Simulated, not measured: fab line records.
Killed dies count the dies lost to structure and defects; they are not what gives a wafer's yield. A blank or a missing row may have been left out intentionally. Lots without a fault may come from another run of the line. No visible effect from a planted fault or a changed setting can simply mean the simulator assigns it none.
Chamber matching	flow n5Finfet	N5_DUMMY_GATE_ETCH_44 on rieSi-05: 4 sister chambers
The step etches poly-Si in HBr/O2, stops on SiO2, target depth 127.5 nm. 4 wafers are shown with their chamber, then 9 later ones without.

EACH WAFER AND ITS CHAMBER
wafer	chamber	drypumpMotorCurrentA (A)
L088.1	3	6.3
L088.5	1	5.3
L092.2	2	5.1
L092.6	0	5.5

WAFERS WITH NO CHAMBER GIVEN
wafer	drypumpMotorCurrentA (A)
L094.2	5.1
L094.3	6.3
L094.5	5.1
L095.1	5.5
L095.2	6.3
L095.4	5.1
L097.1	5.1
L097.4	5.2
L097.5	5.1

THE CHAMBER EACH PASSED THROUGH
wafer	from the rows above	in truth
L094.2	2	2
L094.3	3	3
L094.5	2	2
L095.1	0	0
L095.2	3	3
L095.4	2	2
L097.1	2	2
L097.4	can't be placed: 1 or 2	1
L097.5	2	2
8 of 9 placed correctly. Cannot be placed on the basis of these rows: 1; the candidates contain the true chamber in 1. Number placed wrongly: 0.
How it was worked out, from the rows above alone: a wafer's distance from a chamber is the root of the sum, over the readings, of the square of ((its reading less the chamber's mean) divided by the reading's scatter). If the next closest chamber is less than 2 further off than the closest, the wafer can't be placed; otherwise it belongs to the closest. The mean given for a chamber averages the wafers shown for that chamber. The scatter (one wafer shown for each chamber): square how far every hidden wafer sits from the nearest shown wafer, average those squares and take the square root.
